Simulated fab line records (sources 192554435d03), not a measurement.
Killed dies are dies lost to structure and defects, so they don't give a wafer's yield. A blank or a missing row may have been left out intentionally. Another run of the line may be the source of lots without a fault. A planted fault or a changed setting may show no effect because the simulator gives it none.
Which tool did it? -- flow n5_finfet -- 21 lots, 63 wafers sampled, at 6 steps of a route of 1938

WHAT THE GAUGES READ, wafer by wafer
The record lacks any reading of a measuring or inspecting step that a usual standard deviation could be used to judge.

TOOL THAT RAN EACH LOT (tool first, then ch and the chambers of the sampled wafers, then the start)
lot,N5_BEOL_M0_SURFACE_TREAT_137,N5_BEOL_M1_HM_DEP_02,N5_BEOL_M1_ETCH_74,N5_BEOL_M1_STRIP_19,N5_BEOL_M1_ETCH_69,N5_BEOL_M1_STRIP_97
L074,"pvd_sputter-02, day 6 02:47","pvd_sputter-02, day 6 05:19","rie_diel-01 ch 0,2,3, day 6 05:52","rie_diel-01 ch 1,2,3, day 6 06:11","rie_diel-03 ch 0,1,2, day 6 06:53","rie_diel-01 ch 0,1,3, no start"
L077,"pvd_sputter-02, day 6 16:40","pvd_sputter-01, day 6 20:49","rie_diel-03 ch 2,3, day 6 21:31","rie_diel-06 ch 1,3, day 6 21:50","rie_diel-06 ch 0,1, day 6 22:28","rie_diel-03 ch 0,2,3, no start"
L075,"pvd_sputter-01, day 6 19:49","pvd_sputter-02, day 6 21:47","rie_diel-03 ch 0,2, day 6 22:22","rie_diel-03 ch 0,2,3, day 6 22:42","rie_diel-03 ch 0,2,3, day 6 23:32","rie_diel-06 ch 0,3, no start"
L076,"pvd_sputter-01, day 6 20:58","pvd_sputter-01, day 6 23:05","rie_diel-01 ch 2,3, day 6 23:46","rie_diel-06 ch 0,3, day 7 00:05","rie_diel-06 ch 1,2,3, day 7 00:40","rie_diel-03 ch 0,2, no start"
L078,"pvd_sputter-03, day 6 22:06","pvd_sputter-03, day 7 02:04","rie_diel-03 ch 0,2, day 7 02:38","rie_diel-01 ch 0,3, day 7 02:58","rie_diel-06 ch 0,1,3, day 7 03:44","rie_diel-01 ch 0,1,2, no start"
L079,"pvd_sputter-03, day 7 02:16","pvd_sputter-02, day 7 04:20","rie_diel-01 ch 0,2,3, day 7 04:53","rie_diel-01 ch 1,3, day 7 05:13","rie_diel-06 ch 0,3, day 7 05:46","rie_diel-06 ch 0,1,2, no start"
L080,"pvd_sputter-02, day 7 11:15","pvd_sputter-02, day 7 13:11","rie_diel-06 ch 1,2,3, day 7 14:01","rie_diel-01 ch 0,1,3, day 7 14:20","rie_diel-01 ch 1,3, day 7 15:02","rie_diel-01 ch 2,3, no start"
L081,"pvd_sputter-02, day 7 17:37","pvd_sputter-01, day 7 20:38","rie_diel-01 ch 0,1,3, day 7 21:19","rie_diel-01 ch 0,1, day 7 21:38","rie_diel-03 ch 1,3, day 7 22:12","rie_diel-06 ch 0,2,3, no start"
L082,"pvd_sputter-03, day 7 22:11","pvd_sputter-01, day 8 01:32","rie_diel-03 ch 0,2, day 8 02:05","rie_diel-03 ch 0,2,3, day 8 02:24","rie_diel-01 ch 1,3, day 8 03:05","rie_diel-01 ch 2,3, no start"
L083,"pvd_sputter-03, day 8 10:05","pvd_sputter-01, day 8 13:02","rie_diel-03 ch 1,2,3, day 8 13:42","rie_diel-01 ch 0,2, day 8 14:02","rie_diel-01 ch 1,3, day 8 14:35","rie_diel-06 ch 1,3, no start"
L085,"pvd_sputter-02, day 8 23:50","pvd_sputter-01, day 9 04:20","rie_diel-06 ch 0,2, day 9 04:53","rie_diel-03 ch 1,3, day 9 05:13","rie_diel-01 ch 0,1,2, day 9 05:55","rie_diel-01 ch 0,1,3, no start"
L086,"pvd_sputter-01, day 9 01:56","pvd_sputter-02, day 9 07:36","rie_diel-03 ch 1,3, day 9 08:10","rie_diel-06 ch 0,2,3, day 9 08:29","rie_diel-01 ch 0,1,2, day 9 09:14","rie_diel-03 ch 1,2,3, no start"
L087,"pvd_sputter-02, day 9 09:54","pvd_sputter-02, day 9 14:56","rie_diel-03 ch 0,1,3, day 9 15:46","rie_diel-06 ch 0,2,3, day 9 16:05","rie_diel-03 ch 0,2, day 9 16:39","rie_diel-06 ch 0,2, no start"
L088,"pvd_sputter-02, day 9 09:56","pvd_sputter-02, day 9 15:02","rie_diel-01 ch 0,1,2, day 9 15:47","rie_diel-01 ch 1,2,3, day 9 16:07","rie_diel-03 ch 0,1,3, day 9 16:46","rie_diel-03 ch 2,3, no start"
L090,"pvd_sputter-03, day 10 00:54","pvd_sputter-02, day 10 02:43","rie_diel-06 ch 1,2,3, day 10 03:23","rie_diel-01 ch 0,1,3, day 10 03:43","rie_diel-06 ch 0,1,2, day 10 04:23","rie_diel-01 ch 1,2,3, no start"
L089,"pvd_sputter-03, day 10 01:26","pvd_sputter-02, day 10 05:05","rie_diel-06 ch 0,2, day 10 05:45","rie_diel-01 ch 2,3, day 10 06:18","rie_diel-01 ch 0,1, day 10 06:52","rie_diel-01 ch 2,3, no start"
L092,"pvd_sputter-02, day 10 19:38","pvd_sputter-03, day 10 21:34","rie_diel-06 ch 0,1,2, day 10 22:14","rie_diel-03 ch 0,1,2, day 10 22:34","rie_diel-03 ch 1,2, day 10 23:18","rie_diel-01 ch 2,3, no start"
L093,"pvd_sputter-02, day 10 19:42","pvd_sputter-03, day 10 21:45","rie_diel-06 ch 0,1,2, day 10 22:31","rie_diel-06 ch 0,1,3, day 10 22:50","rie_diel-01 ch 0,2,3, day 10 23:31","rie_diel-01 ch 1,2,3, no start"
L095,"pvd_sputter-01, day 11 02:46","pvd_sputter-01, day 11 06:04","rie_diel-01 ch 0,1,2, day 11 06:37","rie_diel-06 ch 1,2,3, day 11 06:56","rie_diel-03 ch 0,1,3, day 11 07:37","rie_diel-06 ch 0,1,2, no start"
L096,"pvd_sputter-03, day 11 08:03","pvd_sputter-01, day 11 11:45","rie_diel-03 ch 0,1,3, day 11 12:25","rie_diel-06 ch 0,1,2, day 11 12:45","rie_diel-06 ch 0,1,3, day 11 13:19","rie_diel-01 ch 0,1,3, no start"
L097,"pvd_sputter-01, day 11 22:56","pvd_sputter-01, day 12 02:17","rie_diel-06 ch 1,2,3, day 12 02:50","rie_diel-03 ch 1,2,3, day 12 03:15","rie_diel-01 ch 2,3, day 12 03:49","rie_diel-03 ch 0,2,3, no start"
- N5_BEOL_M0_SURFACE_TREAT_137
- N5_BEOL_M1_HM_DEP_02: deposits TiN, target thk 20 nm.
- N5_BEOL_M1_ETCH_74: etches underlayer in N2/H2, target depth 6.5 nm, time 5.2 s.
- N5_BEOL_M1_STRIP_19: strips in O2.
- N5_BEOL_M1_ETCH_69: etches SiARC in CF4, target depth 15.6 nm, time 26 s.
- N5_BEOL_M1_STRIP_97: strips in N2/H2, time 10 s.

AS READ BY THE TOOLS THEMSELVES (means over the sampled wafers that have a number; for cases with no such wafer, the mark the record gives instead)
N5_BEOL_M1_HM_DEP_02. Usual: chamber_pressure_pa 0.5001 Pa, standard deviation 0.0011; throttle_valve_pct 29.7 %, standard deviation 0.99.
lot,tool,chamber_pressure_pa (Pa),throttle_valve_pct (%),flag
L074,pvd_sputter-02,0.4997,29.6,
L077,pvd_sputter-01,0.5004,30.1,
L075,pvd_sputter-02,0.5003,29.3,
L076,pvd_sputter-01,0.4988,30.1,
L078,pvd_sputter-03,0.5010,30.7,
L079,pvd_sputter-02,0.5004,30.1,
L080,pvd_sputter-02,0.4990,30.3,
L081,pvd_sputter-01,0.5017,31.0,
L082,pvd_sputter-01,0.5002,30.7,
L083,pvd_sputter-01,0.5004,30.3,
L085,pvd_sputter-01,0.5000,30.0,
L086,pvd_sputter-02,0.4992,29.7,
L087,pvd_sputter-02,0.4998,30.0,
L088,pvd_sputter-02,0.5004,29.7,
L090,pvd_sputter-02,0.5011,29.6,
L089,pvd_sputter-02,0.5004,29.7,
L092,pvd_sputter-03,0.5000,30.0,
L093,pvd_sputter-03,0.4999,29.5,
L095,pvd_sputter-01,0.4991,29.6,
L096,pvd_sputter-01,0.4998,29.0,
L097,pvd_sputter-01,0.4999,30.5,

N5_BEOL_M1_ETCH_74. Usual: drypump_motor_current_A 5.6 A, standard deviation 0.38; etch_rf_on_time_s 5.18 s, standard deviation 0.096; oes_product_au 0.66 a.u., standard deviation 0.063; rf_vpp_V 524.3 V, standard deviation 2.9; showerhead_plenum_p_Torr 2.56 Torr, standard deviation 0.1; throttle_valve_pct 17.8 %, standard deviation 0.35.
lot,tool,drypump_motor_current_A (A),etch_rf_on_time_s (s),oes_product_au (a.u.),rf_vpp_V (V),showerhead_plenum_p_Torr (Torr),throttle_valve_pct (%),flag
L074,rie_diel-01,5.9,5.16,0.67,523.6,2.51,17.8,
L077,rie_diel-03,5.6,5.09,0.62,524.6,2.58,18.2,
L075,rie_diel-03,5.2,5.10,0.68,522.8,2.53,17.5,
L076,rie_diel-01,6.2,5.14,0.67,521.2,2.43,17.8,
L078,rie_diel-03,5.2,5.19,0.69,526.4,2.62,17.5,
L079,rie_diel-01,5.9,5.20,0.66,524.3,2.51,17.8,
L080,rie_diel-06,5.5,5.19,0.70,525.0,2.59,17.8,
L081,rie_diel-01,5.7,5.14,0.67,524.4,2.55,17.7,
L082,rie_diel-03,5.3,5.18,0.68,525.0,2.62,17.5,
L083,rie_diel-03,5.7,5.22,0.64,524.6,2.59,17.9,
L085,rie_diel-06,5.4,5.28,0.66,524.5,2.50,18.0,
L086,rie_diel-03,6.0,5.32,0.64,527.1,2.67,17.8,
L087,rie_diel-03,5.7,5.29,0.66,528.2,2.67,17.8,
L088,rie_diel-01,5.7,5.14,0.61,524.1,2.52,17.9,
L090,rie_diel-06,5.5,5.17,0.68,525.4,2.59,17.8,
L089,rie_diel-06,5.4,5.30,0.64,523.3,2.50,18.0,
L092,rie_diel-06,5.6,5.16,0.69,523.9,2.52,17.7,
L093,rie_diel-06,5.6,5.23,0.69,523.7,2.52,17.7,
L095,rie_diel-01,5.7,5.18,0.60,523.5,2.52,17.9,
L096,rie_diel-03,5.7,5.17,0.73,527.2,2.66,17.7,
L097,rie_diel-06,5.5,5.15,0.67,525.4,2.58,17.8,

N5_BEOL_M1_STRIP_19. Usual: drypump_motor_current_A 5.7 A, standard deviation 0.38; oes_product_au 0.78 a.u., standard deviation 0.079; rf_vpp_V 3.6 V, standard deviation 0.5; showerhead_plenum_p_Torr 2.10 Torr, standard deviation 0.078; temp_c 40.01 C, standard deviation 0.11; throttle_valve_pct 16.55 %, standard deviation 0.27.
lot,tool,drypump_motor_current_A (A),oes_product_au (a.u.),rf_vpp_V (V),showerhead_plenum_p_Torr (Torr),temp_c (C),throttle_valve_pct (%),flag
L074,rie_diel-01,6.0,0.78,3.5,2.05,40.00,16.57,
L077,rie_diel-06,5.5,0.87,3.8,2.18,40.03,16.42,
L075,rie_diel-03,5.4,0.77,3.5,2.12,39.98,16.53,
L076,rie_diel-06,5.6,0.90,3.9,2.11,39.97,16.61,
L078,rie_diel-01,5.9,0.85,3.4,2.08,39.99,16.44,
L079,rie_diel-01,6.0,0.78,3.5,2.07,40.14,16.47,
L080,rie_diel-01,5.7,0.79,3.5,2.09,39.98,16.50,
L081,rie_diel-01,5.6,0.72,3.8,2.11,40.17,16.57,
L082,rie_diel-03,5.4,0.76,3.4,2.12,39.95,16.55,
L083,rie_diel-01,5.8,0.70,3.3,2.06,40.00,16.82,
L085,rie_diel-03,6.0,0.76,3.9,2.18,40.07,16.49,
L086,rie_diel-06,5.4,0.81,3.7,2.10,40.04,16.73,
L087,rie_diel-06,5.4,0.81,3.2,2.10,39.94,16.73,
L088,rie_diel-01,6.0,0.76,3.5,2.04,40.00,16.62,
L090,rie_diel-01,5.7,0.76,3.7,2.09,40.06,16.54,
L089,rie_diel-01,6.2,0.81,3.2,2.03,40.10,16.57,
L092,rie_diel-03,5.5,0.78,3.2,2.14,40.04,16.28,
L093,rie_diel-06,5.7,0.85,4.0,2.12,40.05,16.47,
L095,rie_diel-06,5.5,0.78,3.1,2.13,39.94,16.57,
L096,rie_diel-06,5.6,0.80,3.7,2.06,40.04,16.57,
L097,rie_diel-03,5.7,0.83,3.4,2.10,40.05,16.39,

N5_BEOL_M1_ETCH_69. Usual: for cf4_flow_sccm, 100.0 sccm with a standard deviation of 0.31; for drypump_motor_current_A, 5.7 A with a standard deviation of 0.38; for etch_rf_on_time_s, 26.0 s with a standard deviation of 0.44; for oes_product_au, 0.67 a.u. with a standard deviation of 0.065; for rf_vpp_V, 184.2 V with a standard deviation of 1.3; for showerhead_plenum_p_Torr, 2.16 Torr with a standard deviation of 0.08; for throttle_valve_pct, 15.52 % with a standard deviation of 0.27.
lot,tool,cf4_flow_sccm (sccm),drypump_motor_current_A (A),etch_rf_on_time_s (s),oes_product_au (a.u.),rf_vpp_V (V),showerhead_plenum_p_Torr (Torr),throttle_valve_pct (%),flag
L074,rie_diel-03,100.2,5.5,26.1,0.69,184.5,2.20,15.22,
L077,rie_diel-06,100.0,5.9,26.0,0.77,183.9,2.14,15.22,
L075,rie_diel-03,100.0,5.4,25.9,0.66,184.3,2.17,15.49,
L076,rie_diel-06,100.0,5.5,25.8,0.71,185.1,2.19,15.55,
L078,rie_diel-06,99.9,5.7,25.8,0.76,184.5,2.18,15.41,
L079,rie_diel-06,99.7,5.6,25.9,0.76,183.8,2.15,15.56,
L080,rie_diel-01,99.8,5.9,25.6,0.68,182.7,2.13,15.48,
L081,rie_diel-03,99.5,5.9,25.9,0.62,185.5,2.22,15.75,
L082,rie_diel-01,100.2,6.1,26.0,0.71,183.4,2.11,15.42,
L083,rie_diel-01,99.8,6.1,25.8,0.72,183.5,2.11,15.43,
L085,rie_diel-01,100.2,5.7,25.7,0.61,184.3,2.13,15.68,
L086,rie_diel-01,99.9,5.7,25.8,0.61,182.8,2.12,15.67,
L087,rie_diel-03,99.9,5.2,26.2,0.68,184.3,2.20,15.26,
L088,rie_diel-03,99.8,5.7,26.3,0.66,184.4,2.24,15.50,
L090,rie_diel-06,100.0,5.6,26.2,0.70,183.5,2.13,15.57,
L089,rie_diel-01,100.0,5.4,26.2,0.61,184.1,2.18,15.66,
L092,rie_diel-03,100.0,5.5,26.3,0.64,184.2,2.11,15.29,
L093,rie_diel-01,100.0,5.8,25.7,0.65,182.6,2.11,15.64,
L095,rie_diel-03,99.7,5.7,26.1,0.74,185.6,2.24,15.35,
L096,rie_diel-06,100.4,5.7,25.6,0.73,185.4,2.17,15.48,
L097,rie_diel-01,100.6,6.1,25.7,0.64,183.3,2.05,15.70,

N5_BEOL_M1_STRIP_97. Usual: drypump_motor_current_A 5.7 A, standard deviation 0.38; oes_product_au 0.78 a.u., standard deviation 0.082; rf_vpp_V 59.0 V, standard deviation 0.84; showerhead_plenum_p_Torr 2.54 Torr, standard deviation 0.096; temp_c 40.01 C, standard deviation 0.1; throttle_valve_pct 23.5 %, standard deviation 0.41.
lot,tool,drypump_motor_current_A (A),oes_product_au (a.u.),rf_vpp_V (V),showerhead_plenum_p_Torr (Torr),temp_c (C),throttle_valve_pct (%),flag
L074,rie_diel-01,5.8,0.78,59.0,2.55,40.04,23.4,
L077,rie_diel-03,5.4,0.78,59.2,2.60,40.08,23.8,
L075,rie_diel-06,5.5,0.88,59.8,2.60,39.99,23.5,
L076,rie_diel-03,5.2,0.80,59.3,2.53,40.07,23.3,
L078,rie_diel-01,5.7,0.71,59.5,2.52,39.99,23.5,
L079,rie_diel-06,5.6,0.84,58.4,2.52,39.93,23.4,
L080,rie_diel-01,6.1,0.78,58.5,2.43,40.05,23.5,
L081,rie_diel-06,5.4,0.82,59.3,2.55,40.03,23.6,
L082,rie_diel-01,6.2,0.84,58.1,2.45,40.13,23.3,
L083,rie_diel-06,5.5,0.85,59.3,2.64,40.08,23.4,
L085,rie_diel-01,5.8,0.76,59.0,2.54,40.02,23.5,
L086,rie_diel-03,5.7,0.74,59.0,2.58,40.06,23.7,
L087,rie_diel-06,5.6,0.83,59.3,2.48,40.05,23.5,
L088,rie_diel-03,5.6,0.70,59.4,2.57,39.99,24.2,
L090,rie_diel-01,6.0,0.76,59.4,2.46,40.02,23.4,
L089,rie_diel-01,6.1,0.75,58.9,2.42,40.02,23.5,
L092,rie_diel-01,6.1,0.75,58.8,2.42,40.09,23.5,
L093,rie_diel-01,6.0,0.75,58.0,2.46,39.92,23.4,
L095,rie_diel-06,5.6,0.80,59.4,2.51,40.03,23.5,
L096,rie_diel-01,5.8,0.75,58.7,2.53,39.93,23.5,
L097,rie_diel-03,5.4,0.83,59.8,2.58,40.03,23.7,

THE ANSWER, worked out from the rows above alone
Rule: take the mean of a lot's wafers that have a number; if it is more than 3 standard deviations from the usual mean, the lot is off. A lot without any number at a reading at which 4 lots or more have one is off too. All remaining lots with rows at the step are treated as sound. First the gauges in route order, then the tools' own readings, where a lot's mean is used as printed above. At the first step where some lot is off, the reading lying furthest off is the one used; lots without a number count as furthest.
No lot is off on any of the readings shown, so nothing can be concluded from this.

WHAT THE SIMULATOR HAD INSERTED
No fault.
